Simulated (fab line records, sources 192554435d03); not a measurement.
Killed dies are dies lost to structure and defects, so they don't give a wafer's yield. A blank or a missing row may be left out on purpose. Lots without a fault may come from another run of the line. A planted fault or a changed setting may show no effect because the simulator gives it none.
Split-lot experiment | flow n5_finfet | 7 lots, 39 wafers read, on a route of 1938 steps

THE SPLIT
At N5_FIN_SAQP_SPACER1_ALD_24 (deposits SiO2, target thk 20.3 nm, pulse time 1 s, purge time 2 s), the setting ald_cycles was moved away from the recipe's 218 on 12 of the 39 wafers read, by -44.0% to +45.9%. The other wafers ran this setting at the recipe's value.

FROM THE SPLIT TO THE READING: what the file shows between them, 2 steps
- N5_FIN_SAQP_SPACER1_ETCHBACK_25: etches SiO2 in CHF3/O2, target depth 24.4 nm, time 12.2 s
- N5_FIN_SAQP_MANDREL1_REMOVE_56: chemistry HBr/Cl2/O2, target a-Si, stops on SiNx, bt time 10 s

THE READING
cd_nm, in nm, at N5_FIN_SAQP_CD_MEAS_27 (target cd 20 nm). Fault-free wafers of this fab line usually give 20.33 nm, standard deviation 0.23 nm.

wafer  | tool, chamber at the split | ald_cycles as run | against the recipe | cd_nm, nm | against lot-mates on the recipe
L074.1 | ald_sin-04, 1,0            | 218               | recipe             | 20.29     | -
L074.3 | ald_sin-04, 2              | 218               | recipe             | 20.44     | -
L074.5 | ald_sin-04, 1,0            | 218               | recipe             | 20.76     | -
L082.1 | ald_sin-02, 1              | 318               | +45.9%             | 29.38     | +9.40
L082.2 | ald_sin-02, 0              | 218               | recipe             | 20.22     | -
L082.3 | ald_sin-02, 2              | 218               | recipe             | 19.93     | -
L082.4 | ald_sin-02, 3              | 318               | +45.9%             | 29.55     | +9.57
L082.5 | ald_sin-02, 2              | 218               | recipe             | 19.78     | -
L082.6 | ald_sin-02, 1              | 318               | +45.9%             | 29.64     | +9.66
L085.1 | ald_sin-03, 2,3,0,0,1      | 218               | recipe             | 20.32     | -
L085.2 | ald_sin-03, 1              | 218               | recipe             | 20.12     | -
L085.3 | ald_sin-03, 2,3,0,0,1      | 218               | recipe             | 20.03     | -
L085.4 | ald_sin-03, 2,3,0,0,1      | 218               | recipe             | 20.44     | -
L085.5 | ald_sin-03, 2,3,0,0,1      | 218               | recipe             | 20.19     | -
L085.6 | ald_sin-03, 2,3,0,0,1      | 218               | recipe             | 20.16     | -
L089.1 | ald_sin-04, 0,3,1          | 218               | recipe             | 20.48     | -
L089.2 | ald_sin-04, 1,2,2          | 218               | recipe             | 20.59     | -
L089.3 | ald_sin-04, 1,2,2          | 218               | recipe             | 20.69     | -
L089.4 | ald_sin-04, 0,3,1          | 218               | recipe             | 20.67     | -
L089.5 | ald_sin-04, 0,3,1          | 218               | recipe             | 20.08     | -
L089.6 | ald_sin-04, 1,2,2          | 218               | recipe             | 20.43     | -
L093.1 | ald_sin-04, 0,2            | 123               | -43.6%             | 11.41     | -8.98
L093.2 | ald_sin-04, 1              | 218               | recipe             | 20.51     | -
L093.3 | ald_sin-04, 0,2            | 123               | -43.6%             | 11.11     | -9.28
L093.4 | ald_sin-04, 0,1            | 218               | recipe             | 20.14     | -
L093.5 | ald_sin-04, 2              | 123               | -43.6%             | 11.41     | -8.98
L093.6 | ald_sin-04, 0,1            | 218               | recipe             | 20.51     | -
L096.1 | ald_sin-04, 1,2,3          | 122               | -44.0%             | 11.48     | -9.08
L096.2 | ald_sin-04, 0,2            | 218               | recipe             | 20.09     | -
L096.3 | ald_sin-04, 3              | 218               | recipe             | 20.99     | -
L096.4 | ald_sin-04, 1,2,3          | 122               | -44.0%             | 11.29     | -9.27
L096.5 | ald_sin-04, 1,2,3          | 122               | -44.0%             | 11.44     | -9.12
L096.6 | ald_sin-04, 0,2            | 218               | recipe             | 20.61     | -
L097.1 | ald_sin-03, 1              | 218               | recipe             | 20.31     | -
L097.2 | ald_sin-03, 3,2,2          | 291               | +33.5%             | 26.79     | +6.68
L097.3 | ald_sin-03, 3,2,2          | 291               | +33.5%             | 26.84     | +6.73
L097.4 | ald_sin-03, 1              | 218               | recipe             | 20.05     | -
L097.5 | ald_sin-03, 3,2,2          | 291               | +33.5%             | 27.08     | +6.97
L097.6 | ald_sin-03, 3              | 218               | recipe             | 19.96     | -
Where a row lists several chambers, the file gives one row for several wafers and doesn't say which wafer went through which chamber.

THE FIT
A straight line over all 39 wafers: cd_nm changes by +0.202 nm for each +1% of ald_cycles; r = +1.00; the points scatter about the line by 0.26 nm.
The same after taking each lot's own level away (the mean of its wafers on the recipe; 39 wafers): +0.207 nm for each +1%; r = +1.00; scatter 0.19 nm.
On that fit, the largest move of ald_cycles shifts the reading by 9.5 nm.
The lots' own levels span 19.977 to 20.563 nm, that is 2.6 times the standard deviation above.
So the lot-to-lot level changes the slope little: the two slopes agree.
Check: with one of the wafers moved furthest among these (+45.9%) left out of the fit, the line predicts +9.51 nm for it against its lot-mates. It came out at +9.4 nm against them.

THE WHOLE CHAIN: every reading that the file lists as answering this split, in the file's order
step                           | what it does                                                      | reading                                                                                 | change (the file's fit)               | r (the file's)
N5_FIN_SAQP_SPACER1_ALD_24     | deposits SiO2, target thk 20.3 nm, pulse time 1 s, purge time 2 s | SiO2_of_FIN_SAQP_SPACER1_ALD_24.thk_nm (the simulator's own value, which no gauge read) | +0.203 nm for each +1% of the setting | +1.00
N5_FIN_SAQP_MANDREL1_REMOVE_56 | chemistry HBr/Cl2/O2, target a-Si, stops on SiNx, bt time 10 s    | FIN_SAQP.cd_nm (the simulator's own value, which no gauge read)                         | +0.202 nm for each +1% of the setting | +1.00
N5_FIN_SAQP_CD_MEAS_27         | target cd 20 nm                                                   | cd_nm                                                                                   | +0.207 nm for each +1% of the setting | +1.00

THE FILE'S OWN FIT
cd_nm changes by +0.207 nm for each +1% of ald_cycles, r = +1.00.
